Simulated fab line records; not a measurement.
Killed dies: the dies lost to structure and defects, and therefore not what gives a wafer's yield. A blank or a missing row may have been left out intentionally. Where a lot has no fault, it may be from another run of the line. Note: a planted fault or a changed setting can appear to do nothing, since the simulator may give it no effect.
Chamber matching | flow nandHarc | pecvd-02 running NHARC_P_M0_PRE_CLEAN_31: 3 sister chambers
The step time 12 s. 3 wafers are shown with their chamber, then 7 later ones without.

== EACH WAFER AND ITS CHAMBER ==
wafer  | chamber | heaterPowerW (W)
L856.5 | 2       | 745
L861.1 | 0       | 680
L861.3 | 1       | 691

== WAFERS WITH NO CHAMBER GIVEN ==
wafer  | heaterPowerW (W)
L861.4 | 694
L863.1 | 641
L863.2 | 571
L863.5 | 669
L864.2 | 805
L864.4 | 669
L864.6 | 777

== EACH ONE'S CHAMBER ==
wafer  | from the rows above          | in truth
L861.4 | can't be placed: 1 or 0 or 2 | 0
L863.1 | can't be placed: 0 or 1 or 2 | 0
L863.2 | can't be placed: 0 or 1 or 2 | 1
L863.5 | can't be placed: 0 or 1 or 2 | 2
L864.2 | can't be placed: 2 or 1 or 0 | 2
L864.4 | can't be placed: 0 or 1 or 2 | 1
L864.6 | can't be placed: 2 or 1 or 0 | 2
Correctly placed: 0 of 7. These rows do not allow placing 7 (true chamber among the candidates in 7). Number placed wrongly: 0.
How it was worked out, from the rows above alone: a wafer's distance from a chamber is the root of the sum, over the readings, of the square of ((its reading less the chamber's mean) divided by the reading's scatter). If the next closest chamber is less than 2 further off than the closest, the wafer can't be placed; otherwise it belongs to the closest. The mean given for a chamber averages the wafers shown for that chamber. The scatter (one wafer shown for each chamber): square how far every hidden wafer sits from the nearest shown wafer, average those squares and take the square root.
